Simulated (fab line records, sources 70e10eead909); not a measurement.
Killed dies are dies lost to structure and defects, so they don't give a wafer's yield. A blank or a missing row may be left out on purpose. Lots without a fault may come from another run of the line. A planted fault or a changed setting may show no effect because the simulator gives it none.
A struck lot beside a sound one | flow nand_harc | 43 steps out of a route of 1302
Sound: wafers L969.1, L969.2, L969.3. Struck: wafers L985.2, L985.3, L985.6. The cause comes at the end.
At each step with rows: each side's tool, then ch and its chambers, then its first start. Under that, the readings that differ: sound wafers | struck wafers | difference of the means | sigmas: that difference in standard deviations of wafers without a fault.
alike: readings whose means differ by less than 2 such deviations, and words and numbers that are the same on both sides. not compared: withheld readings, readings that some wafer has no value for, bounds like >300 that may hide the same value, and numbers for which the record gives no deviation and whose values overlap.
The two part at a step that has a row with sigmas, a row that says differs or no value, or rows on one side only. Numbers that don't overlap but have no deviation are shown without sigmas and don't part them. A reading that every wafer of one side lacks parts them only if that side has two wafers or more.

NHARC_P_GATE_CD_MEAS_46: target cd 720 nm.
  sound on cd_sem-03 ch 0, day 5 20:44; struck on cd_sem-02 ch 0, day 12 06:10
  alike: cd_nm
then, 11 steps without rows for these wafers: NHARC_P_GATE_HARDBAKE_47 (time 80 s); NHARC_P_GATE_DESCUM_48 (chemistry O2, time 3 s); NHARC_P_GATE_IMPLANT_49; NHARC_P_GATE_STRIP_111 (strips in N2/H2, time 250 s); NHARC_P_GATE_STRIP_75 (strips in O2); NHARC_P_GATE_STRIP_50 (strips in SPM, time 900 s); NHARC_P_GATE_DEHYDRATE_51 (time 120 s); NHARC_P_GATE_HMDS_52 (time 30 s); NHARC_P_GATE_COAT_53; NHARC_P_GATE_SOFTBAKE_54 (time 95 s); NHARC_P_GATE_EBR_55.
NHARC_P_GATE_EXPOSE_56: exposes mask P PSD, target cd 720 nm.
  sound on krf_scanner-04 ch 0, day 5 22:21; struck on krf_scanner-04 ch 0, day 12 07:40
  reading                        | sound             | struck               | difference | sigmas
  model.P_GATE.overlay_x_nm (nm) | 3.024 3.024 3.024 | -91.26 -91.26 -91.26 | -94.28     |
  alike: mask
then, 2 steps without rows for these wafers: NHARC_P_GATE_PEB_57 (peb time 85 s); NHARC_P_GATE_DEVELOP_58 (time 70 s).
NHARC_P_GATE_CD_MEAS_59: target cd 720 nm.
  sound on cd_sem-03 ch 0, day 5 22:31; struck on cd_sem-01 ch 0, day 12 07:49
  alike: cd_nm
then, 4 steps without rows for these wafers: NHARC_P_GATE_HARDBAKE_60 (time 80 s); NHARC_P_GATE_DESCUM_61 (chemistry O2, time 3 s); NHARC_P_GATE_IMPLANT_62; NHARC_P_GATE_STRIP_112 (strips in N2/H2, time 200 s).
NHARC_P_GATE_STRIP_76: strips in O2.
  sound on plasma_asher-02 ch 0,1, day 5 23:18; struck on plasma_asher-01 ch 0,1, day 12 08:38
  alike: drypump_motor_current_A, heater_power_w
  not compared: rf_hours_counter_h
then, 9 steps without rows for these wafers: NHARC_P_GATE_STRIP_63 (strips in SPM, time 900 s); NHARC_P_GATE_DEHYDRATE_83 (time 120 s); NHARC_P_GATE_HMDS_84 (time 30 s); NHARC_P_GATE_COAT_85; NHARC_P_GATE_SOFTBAKE_86 (time 95 s); NHARC_P_GATE_EBR_87; NHARC_P_GATE_EXPOSE_88 (exposes mask P HVN, target cd 2000 nm); NHARC_P_GATE_PEB_89 (peb time 85 s); NHARC_P_GATE_DEVELOP_90 (time 70 s).
NHARC_P_GATE_CD_MEAS_91: target cd 2000 nm.
  sound on cd_sem-01 ch 0, day 6 00:13; struck on cd_sem-01 ch 0, day 12 09:34
  alike: cd_nm
then, 1 step without rows for these wafers: NHARC_P_GATE_HARDBAKE_92 (time 80 s).
NHARC_P_GATE_DESCUM_93: chemistry O2, time 3 s.
  sound on rie_diel-12 ch 0,1,2, day 6 00:23; struck on rie_diel-02 ch 1,2,3, day 12 09:44
  alike: drypump_motor_current_A, oes_product_au, rf_vpp_V, showerhead_plenum_p_Torr, throttle_valve_pct
  not compared: rf_hours_counter_h
then, 1 step without rows for these wafers: NHARC_P_GATE_IMPLANT_94.
NHARC_P_GATE_STRIP_113: strips in N2/H2, time 740 s.
  sound on plasma_asher-02 ch 0,1, day 6 00:44; struck on plasma_asher-01 ch 0, day 12 10:13
  alike: drypump_motor_current_A, heater_power_w
  not compared: rf_hours_counter_h
then, 2 steps without rows for these wafers: NHARC_P_GATE_STRIP_95 (strips in O2); NHARC_P_GATE_STRIP_96 (strips in SPM, time 900 s).
NHARC_P_GATE_RTA_64: time 1 s.
  sound on rtp_anneal-01 ch 0, day 6 02:02; struck on rtp_anneal-01 ch 0, day 12 11:24
  alike: lamp_power_pct, lamp_zone_2_pct, lamp_zone_7_pct, wafer_temp_C_max
then, 1 step without rows for these wafers: NHARC_P_GATE_ETCH_77 (etches SiO2 in dHF, target depth 6 nm).
NHARC_P_GATE_DEGAS_109: time 60 s.
  sound on pvd_sputter-02, day 6 02:20; struck on pvd_sputter-01, day 12 11:41
  alike: heater_power_w
then, 2 steps without rows for these wafers: NHARC_P_GATE_PRE_CLEAN_110 (time 30 s); NHARC_P_GATE_SPUTTER_78 (material Ni, target thk 10 nm).
-- the record jumps here: 19 days lie between the struck wafers' starts before and after (it left off in module P_GATE and takes up again in module END, whose first step shown is number 1302 of the route) --
NHARC_END_SORT_01:
  the record has rows for the struck wafers here (prober-02 ch 0, day 31 07:12) and none for the sound ones

WHERE THEY PART
Only at NHARC_END_SORT_01, within this record.

WHY: what the simulator had put in
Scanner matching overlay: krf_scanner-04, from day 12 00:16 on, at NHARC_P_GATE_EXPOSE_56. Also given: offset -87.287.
